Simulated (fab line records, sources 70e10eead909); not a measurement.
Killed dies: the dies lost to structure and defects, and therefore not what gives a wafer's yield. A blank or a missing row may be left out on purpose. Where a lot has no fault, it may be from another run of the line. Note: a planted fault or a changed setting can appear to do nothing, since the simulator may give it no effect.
Matching of chambers | flow nandHarc | NHARC_A_STAIRCASE_DEP_156 on pecvd-03 has 3 sister chambers
The step deposits SiNx, target thk 50 nm. 14 wafers are shown with their chamber, then 7 later ones without.

## WAFERS, EACH WITH ITS CHAMBER
wafer  | chamber | showerheadVppV (V) | heaterPowerW (W)
L298.4 | 0       | 1392               | 772
L298.5 | 1       | 1363               | 815
L298.6 | 2       | 1380               | 624
L297.2 | 0       | 1401               | 644
L297.3 | 2       | 1373               | 651
L297.4 | 1       | 1362               | 810
L303.2 | 2       | 1386               | 659
L303.4 | 2       | 1354               | 689
L303.5 | 0       | 1391               | 754
L305.1 | 1       | 1355               | 768
L305.5 | 1       | 1380               | 761
L305.6 | 2       | 1380               | 695
L307.2 | 2       | 1363               | 587
L307.3 | 0       | 1407               | 679

SIGNATURES (averages over the wafers above)
reading        | chamber 0 | chamber 1 | chamber 2 | scatter within a chamber
showerheadVppV | 1397.75   | 1365.00   | 1372.67   | 10.6
heaterPowerW   | 712.25    | 788.50    | 650.83    | 44.4
Rule: distance of a wafer from a chamber = root of the sum over the readings of ((wafer's reading minus chamber's mean) / reading's scatter) squared. The wafer belongs to the nearest chamber; if the next one is less than 2 further off, it can't be placed. The scatter is the square root of a quotient: the sum, over the shown wafers, of each reading's squared deviation from its chamber's mean, divided by wafers minus chambers.

## WAFERS WITHOUT THEIR CHAMBER
wafer  | showerheadVppV (V) | heaterPowerW (W)
L307.4 | 1378               | 713
L312.1 | 1364               | 804
L312.5 | 1359               | 593
L312.6 | 1355               | 810
L318.1 | 1376               | 723
L318.3 | 1381               | 723
L318.4 | 1355               | 787

## EACH ONE'S CHAMBER
wafer  | from the rows above          | in truth
L307.4 | can't be placed: 2 or 0 or 1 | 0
L312.1 | 1                            | 1
L312.5 | 2                            | 2
L312.6 | 1                            | 1
L318.1 | can't be placed: 2 or 1 or 0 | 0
L318.3 | can't be placed: 0 or 2 or 1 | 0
L318.4 | 1                            | 1
Placed correctly: 4 of 7. These rows do not allow placing 3 (true chamber among the candidates in 3). Placed wrongly: 0.
